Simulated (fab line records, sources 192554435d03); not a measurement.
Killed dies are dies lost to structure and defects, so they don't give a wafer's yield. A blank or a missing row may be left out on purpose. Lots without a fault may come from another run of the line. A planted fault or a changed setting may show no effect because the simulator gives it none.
Split-lot experiment | flow n5_finfet | 7 lots, 21 wafers read, on a route of 1938 steps

THE SPLIT
At N5_MOL_CONTACT_COAG_ALD_27 (deposits SiOC, target thk 17 nm, pulse time 1.5 s, time 2720 s), the setting ald_cycles was moved away from the recipe's 340 on 7 of the 21 wafers read, by -15.9% to +13.5%. The other wafers ran this setting at the recipe's value.

The reading is taken at the split's own step.

THE READING
SiOC_of_MOL_CONTACT_COAG_ALD_27.thk_nm (the simulator's own value, which no gauge read), in nm, at N5_MOL_CONTACT_COAG_ALD_27 (deposits SiOC, target thk 17 nm, pulse time 1.5 s, time 2720 s). The file gives no usual value for it. The 14 wafers here that ran the recipe average 17.0 nm, standard deviation 0.091 nm.

wafer  | tool, chamber at the split | ald_cycles as run | against the recipe | SiOC_of_MOL_CONTACT_COAG_ALD_27.thk_nm, nm | against lot-mates on the recipe
L074.2 | ald_sin-03, 2,1            | 340               | recipe             | 17                                         | -
L074.3 | ald_sin-03, 2,1            | 340               | recipe             | 17                                         | -
L074.5 | ald_sin-03, 1              | 290               | -14.7%             | 14.4                                       | -2.6
L075.3 | ald_sin-04, 1              | 386               | +13.5%             | 19.2                                       | +2.4
L075.4 | ald_sin-04, 0              | 340               | recipe             | 16.8                                       | -
L075.5 | ald_sin-04, 2              | 386               | +13.5%             | 19.4                                       | +2.6
L078.1 | ald_sin-03, 3,0            | 286               | -15.9%             | 14.2                                       | -2.8
L078.3 | ald_sin-03, 3,0            | 286               | -15.9%             | 14.2                                       | -2.8
L078.4 | ald_sin-03, 2              | 340               | recipe             | 17                                         | -
L080.1 | ald_sin-03, 0,1,1          | 340               | recipe             | 17                                         | -
L080.4 | ald_sin-03, 0,1,1          | 340               | recipe             | 17                                         | -
L080.6 | ald_sin-03, 0,1,1          | 340               | recipe             | 17                                         | -
L086.3 | ald_sin-01, 0,3            | 340               | recipe             | 17                                         | -
L086.6 | ald_sin-01, 0,3            | 340               | recipe             | 17                                         | -
L086.5 | ald_sin-01, 2              | 340               | recipe             | 16.8                                       | -
L091.1 | ald_sin-01, 0              | 340               | recipe             | 17                                         | -
L091.2 | ald_sin-01, 2              | 364               | +7.1%              | 18.2                                       | +1.2
L091.4 | ald_sin-01, 1              | 364               | +7.1%              | 18.4                                       | +1.4
L097.1 | ald_sin-01, 1,0            | 340               | recipe             | 17                                         | -
L097.3 | ald_sin-01, 1,0            | 340               | recipe             | 17                                         | -
L097.5 | ald_sin-01, 3              | 340               | recipe             | 17.2                                       | -
Where a row lists several chambers, the file gives one row for several wafers and doesn't say which wafer went through which chamber.

THE FIT
A straight line over all 21 wafers: SiOC_of_MOL_CONTACT_COAG_ALD_27.thk_nm changes by +0.175 nm for each +1% of ald_cycles; r = +1.00; the points scatter about the line by 0.096 nm.
The same after taking each lot's own level away (the mean of its wafers on the recipe; 21 wafers): +0.18 nm for each +1%; r = +1.00; scatter 0.075 nm.
On that fit, the largest move of ald_cycles shifts the reading by 2.9 nm.
The lots' own levels span 16.80 to 17.07 nm, that is 2.9 times the standard deviation above.
So the lot-to-lot level changes the slope little: the two slopes agree.
Check: with one of the wafers moved furthest among these (-15.9%) left out of the fit, the line predicts -2.85 nm for it against its lot-mates. It came out at -2.8 nm against them.

OTHER SPLITS ON THESE WAFERS
These wafers also went through other splits before the reading. Each is held against what the fit with the lots' levels taken away leaves over:
other split on the same wafers     | wafers away from the commonest value | r with SiOC_of_MOL_CONTACT_COAG_ALD_27.thk_nm (lot level and that fit taken away)
N5_HKMG_FIN_COAT_43 spin_rpm       | 11                                   | -0.19
N5_HKMG_FIN_PWFM_ALD_03 ald_cycles | 5                                    | -0.27
N5_GATE_CUT_ETCH_58 time_s         | 5                                    | -0.16

THE FILE'S OWN FIT
SiOC_of_MOL_CONTACT_COAG_ALD_27.thk_nm changes by +0.179 nm for each +1% of ald_cycles, r = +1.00.
